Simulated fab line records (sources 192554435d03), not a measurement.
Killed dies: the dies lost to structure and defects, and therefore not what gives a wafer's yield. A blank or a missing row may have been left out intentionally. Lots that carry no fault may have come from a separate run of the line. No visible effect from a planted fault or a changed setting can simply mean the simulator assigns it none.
Which of the tools did it? -- flow n5-finfet -- route of 1938 steps, sampled at 1 step: 12 lots, 36 wafers

== WHAT EACH GAUGE READ, for each wafer ==
N5_BEOL_M7_INSPECT_30: inspects for defects (brightfield).
lot,measured,on,raw-defect-count
L074,day 9 10:01,defect-inspect-01,686 346 477
L078,day 10 06:59,defect-inspect-01,462 392 548
L079,day 10 13:43,defect-inspect-01,411 487 370
L080,day 10 14:34,defect-inspect-01,572 646 450
L084,day 11 15:20,defect-inspect-02,382 454 384
L085,day 11 18:59,defect-inspect-02,529 447 339
L087,day 12 10:44,defect-inspect-02,650 527 490
L089,day 12 14:49,defect-inspect-02,324 339 593
L091,day 12 22:17,defect-inspect-02,352 458 403
L092,day 13 22:25,defect-inspect-01,367 337 485
L094,day 14 07:50,defect-inspect-01,557 428 862
L097,day 14 12:43,defect-inspect-02,361 471 347

== WHICH TOOL RAN EACH LOT (tool, then ch and the chambers of the sampled wafers, then the start) ==
Before these readings, the record contains no process step.

== THE ANSWER, worked out from the rows above alone ==
Rule: the usual values come from the lots themselves. Put in order of their means at a reading, lots are off if they are a third of the lots or fewer, leave a main group of 4 or more, and stand apart from it by a gap of 3 or more times the standard deviation of the main group's means; of several such gaps the widest counts. If all means in a main group match to the digits the tables above print for the reading, that group is not used. Also off: a lot with no number at a reading for which 4 or more lots have one. All remaining lots with rows at the step are treated as sound.
No lot is off on any of the readings shown, so nothing can be concluded from this.

== WHAT HAD BEEN PUT IN BY THE SIMULATOR ==
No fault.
